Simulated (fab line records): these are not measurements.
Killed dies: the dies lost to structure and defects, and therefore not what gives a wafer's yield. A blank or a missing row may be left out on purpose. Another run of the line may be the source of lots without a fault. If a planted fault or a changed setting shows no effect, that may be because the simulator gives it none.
Chamber matching    flow n5Finfet    cmp-01 running N5_DUMMY_GATE_CMP_04: 4 sister chambers
The step polishes a-Si. 8 wafers are shown with their chamber, then 6 later ones without.

WAFERS PAIRED WITH THEIR CHAMBERS
wafer   chamber  motorCurrentA (A)  timeToEndpointS (s)
L078.3  2        8.3                12.5
L084.1  0        12.3               14.1
L088.3  3        8.9                14.8
L089.1  3        9.5                13.2
L092.2  0        12.3               8.4
L093.1  1        10.5               10.6
L093.3  2        9.5                11.1
L094.1  1        10.1               10.3

WAFERS WHOSE CHAMBER IS MISSING
wafer   motorCurrentA (A)  timeToEndpointS (s)
L094.2  9.5                9.7
L096.1  9.1                11.1
L096.3  10.3               8.0
L096.4  11.9               9.2
L097.1  9.6                13.0
L097.3  9.1                15.6

CHAMBER TAKEN BY EACH
wafer   from the rows above           in truth
L094.2  can't be placed: 2 or 1 or 3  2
L096.1  can't be placed: 2 or 3 or 1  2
L096.3  1                             1
L096.4  0                             0
L097.1  can't be placed: 3 or 2 or 1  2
L097.3  can't be placed: 3 or 2       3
Correct placement for 2 of the 6. Not placeable from these rows: 4 (in 4, the candidates include the true chamber). Number placed wrongly: 0.
How it was worked out, from the rows above alone: a wafer's distance from a chamber is the root of the sum, over the readings, of the square of ((its reading less the chamber's mean) divided by the reading's scatter). If the next closest chamber is less than 2 further off than the closest, the wafer can't be placed; otherwise it belongs to the closest. The mean given for a chamber averages the wafers shown for that chamber. How the scatter is found: for the shown wafers, subtract from each reading the mean of its chamber, square and add these, divide the total by (wafers less chambers), then take the root.
